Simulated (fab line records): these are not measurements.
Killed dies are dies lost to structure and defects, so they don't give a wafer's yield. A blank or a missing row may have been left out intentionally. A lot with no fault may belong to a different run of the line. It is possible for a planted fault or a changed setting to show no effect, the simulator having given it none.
Code-filled problem report in 8D (eight disciplines) form    flow n5-finfet    the parts of the form that need people (team, actions taken, sign-off) are left out

## 1. PROBLEM STATEMENT
REXT_N at N5_BEOL_M4_RC_MEAS_101 reads a mean of 91.8 ohm.um on 3 wafers of 2 lots; wafers without a fault read 75.2 ohm.um with a standard deviation of 1.5. Measured from the usual mean, that is +11 standard deviations.
Seen first at day 10 18:52 on prober-01, wafer L845.3. At this step, 10 wafers from 4 lots have a number in the record. Rule for "out" (also "out of limits"): further than 4 standard deviations from the usual mean. Any other wafer with a number is counted as sound.

## 2. WHAT IT IS, AND WHAT IT ISN'T
question                     is                      is not
which readings at this step  REXT_N, DIBL_N, ION_N   DIBL_P, IOFF_P, ION_P, SS_P, VT_P
which lots                   L845, L849              L839, L843
which wafers of those lots   L845.3, L845.6, L849.3  L849.2
read on which gauges         prober-01, prober-02    -
when                         from day 10 18:52       up to then (6 sound wafers); but 1 sound wafer of L849 came after

## 3. SUSPECTS, AND WHAT RULES EACH OUT
Counting: any tool at a process step up to the reading remains a suspect provided it ran every lot that is out. Sound lots after the first of them don't rule it out here, since some wafers of a struck lot are sound.
- the gauge at N5_BEOL_M4_RC_MEAS_101 is ruled out. The wafers that are out were read on 2 gauges (prober-01, prober-02).
- epi-rpcvd-03 at N5_SD_EPI_N_VAPOR_ETCH_50 (etches Si in HCl, time 54 s): kept. Ran every lot that is out, first one L845 (day 5 21:10); last sound lot up to then L839 (day 4 09:39).
After counting, what remains is epi-rpcvd-03 at N5_SD_EPI_N_VAPOR_ETCH_50.

## 4. THE CAUSE (what the simulator had put in)
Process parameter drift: epi-rpcvd-03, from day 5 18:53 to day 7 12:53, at N5_SD_EPI_N_VAPOR_ETCH_50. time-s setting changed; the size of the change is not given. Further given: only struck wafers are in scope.
After counting, this tool was the only one left.

## 5. THE CHAIN OF EFFECTS, in route order
Each row: a reading whose mean over the struck wafers that have a number lies more than 3 standard deviations from the usual. Readings are gone through only where the record gives a usual standard deviation; hours: the median, over the lots, of the time from a lot's start at the first step in this table giving one to that lot's start at this step; sigmas: the change measured in usual standard deviations.
hours  step                     reading         usual        on struck wafers  change  sigmas
0      N5_BEOL_M4_RC_MEAS_101   DIBL_N          36.4 mV/V    29.6              -6.8    -4.5
0      N5_BEOL_M4_RC_MEAS_101   IOFF_N          0.164 nA/um  0.082             -0.082  -3.3
0      N5_BEOL_M4_RC_MEAS_101   IOFF_N_85C      3.2 nA/um    1.7               -1.5    -3.8
0      N5_BEOL_M4_RC_MEAS_101   IOFF_N_LIN      0.075 nA/um  0.044             -0.031  -3.3
0      N5_BEOL_M4_RC_MEAS_101   ION_N           675 uA/um    621               -54     -5.5
0      N5_BEOL_M4_RC_MEAS_101   REXT_N          75.2 ohm.um  91.8              +16.6   +11
0      N5_BEOL_M4_RC_MEAS_101   VT_N            249.2 mV     261.0             +11.8   +4.4
0      N5_BEOL_M4_RC_MEAS_101   VT_N_LVT        98.0 mV      108.9             +10.9   +3.7
102    N5_PASSIVATION_PROBE_49  sort-n-pass     1075         530               -545    -34
102    N5_PASSIVATION_PROBE_49  sort-yield-pct  91.1 %       44.9              -46.2   -33
Its process steps:
- N5_PASSIVATION_PROBE_49

## 6. WHAT WOULD HAVE CAUGHT IT SOONER
The first out-of-limits reading at a measuring or inspecting step in this record came at day 10 18:52, 120 hours after the fault's start at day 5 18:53.
An alarm limit of 4 standard deviations would not have fired on the tool readings at N5_SD_EPI_N_VAPOR_ETCH_50 for which the record gives a usual standard deviation, since none of them was out on any struck wafer.
All the lots that are out (2) had begun N5_SD_EPI_N_VAPOR_ETCH_50 on epi-rpcvd-03 by day 10 18:52. A hold on the tool at that time would have spared none of them.
